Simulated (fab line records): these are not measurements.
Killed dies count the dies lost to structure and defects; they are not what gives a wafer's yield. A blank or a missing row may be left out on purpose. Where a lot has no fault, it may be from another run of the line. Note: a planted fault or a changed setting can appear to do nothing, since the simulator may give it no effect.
Matching of chambers :: flow n5Finfet :: rieDiel-02 running N5_BEOL_M1_ETCH_77: 4 sister chambers
The step etches underlayer in N2/H2, target depth 6.5 nm, time 5.2 s. 8 wafers are shown with their chamber, then 8 later ones without.

## WAFERS, EACH WITH ITS CHAMBER
wafer: L081.5
chamber: 3
drypumpMotorCurrentA (A): 6.4
showerheadPlenumPTorr (Torr): 2.50

wafer: L082.1
chamber: 1
drypumpMotorCurrentA (A): 5.2
showerheadPlenumPTorr (Torr): 2.44

wafer: L082.2
chamber: 0
drypumpMotorCurrentA (A): 5.9
showerheadPlenumPTorr (Torr): 2.39

wafer: L089.4
chamber: 3
drypumpMotorCurrentA (A): 6.4
showerheadPlenumPTorr (Torr): 2.49

wafer: L089.6
chamber: 0
drypumpMotorCurrentA (A): 5.9
showerheadPlenumPTorr (Torr): 2.39

wafer: L090.2
chamber: 1
drypumpMotorCurrentA (A): 5.2
showerheadPlenumPTorr (Torr): 2.44

wafer: L090.6
chamber: 2
drypumpMotorCurrentA (A): 5.8
showerheadPlenumPTorr (Torr): 2.64

wafer: L093.1
chamber: 2
drypumpMotorCurrentA (A): 5.7
showerheadPlenumPTorr (Torr): 2.64

## WAFERS WHOSE CHAMBER IS MISSING
wafer: L093.2
drypumpMotorCurrentA (A): 5.2
showerheadPlenumPTorr (Torr): 2.44

wafer: L093.5
drypumpMotorCurrentA (A): 5.8
showerheadPlenumPTorr (Torr): 2.64

wafer: L092.2
drypumpMotorCurrentA (A): 5.8
showerheadPlenumPTorr (Torr): 2.64

wafer: L092.4
drypumpMotorCurrentA (A): 6.4
showerheadPlenumPTorr (Torr): 2.49

wafer: L092.6
drypumpMotorCurrentA (A): 5.2
showerheadPlenumPTorr (Torr): 2.44

wafer: L094.1
drypumpMotorCurrentA (A): 5.8
showerheadPlenumPTorr (Torr): 2.63

wafer: L094.2
drypumpMotorCurrentA (A): 5.2
showerheadPlenumPTorr (Torr): 2.43

wafer: L094.6
drypumpMotorCurrentA (A): 6.4
showerheadPlenumPTorr (Torr): 2.48

## CHAMBER TAKEN BY EACH
wafer: L093.2
from the rows above: 1
in truth: 1

wafer: L093.5
from the rows above: 2
in truth: 2

wafer: L092.2
from the rows above: 2
in truth: 2

wafer: L092.4
from the rows above: 3
in truth: 3

wafer: L092.6
from the rows above: 1
in truth: 1

wafer: L094.1
from the rows above: 2
in truth: 2

wafer: L094.2
from the rows above: 1
in truth: 1

wafer: L094.6
from the rows above: 3
in truth: 3
Correct placement for 8 of the 8. Not placeable from these rows: 0. Number placed wrongly: 0.
How it was worked out, from the rows above alone: a wafer's distance from a chamber is the root of the sum, over the readings, of the square of ((its reading less the chamber's mean) divided by the reading's scatter). The wafer belongs to the nearest chamber; if the next one is less than 2 further off, it can't be placed. A chamber's mean is the mean of its shown wafers. The scatter: take each reading less its chamber's mean, square it, sum over the shown wafers, divide by the number of wafers less the number of chambers, and take the root.
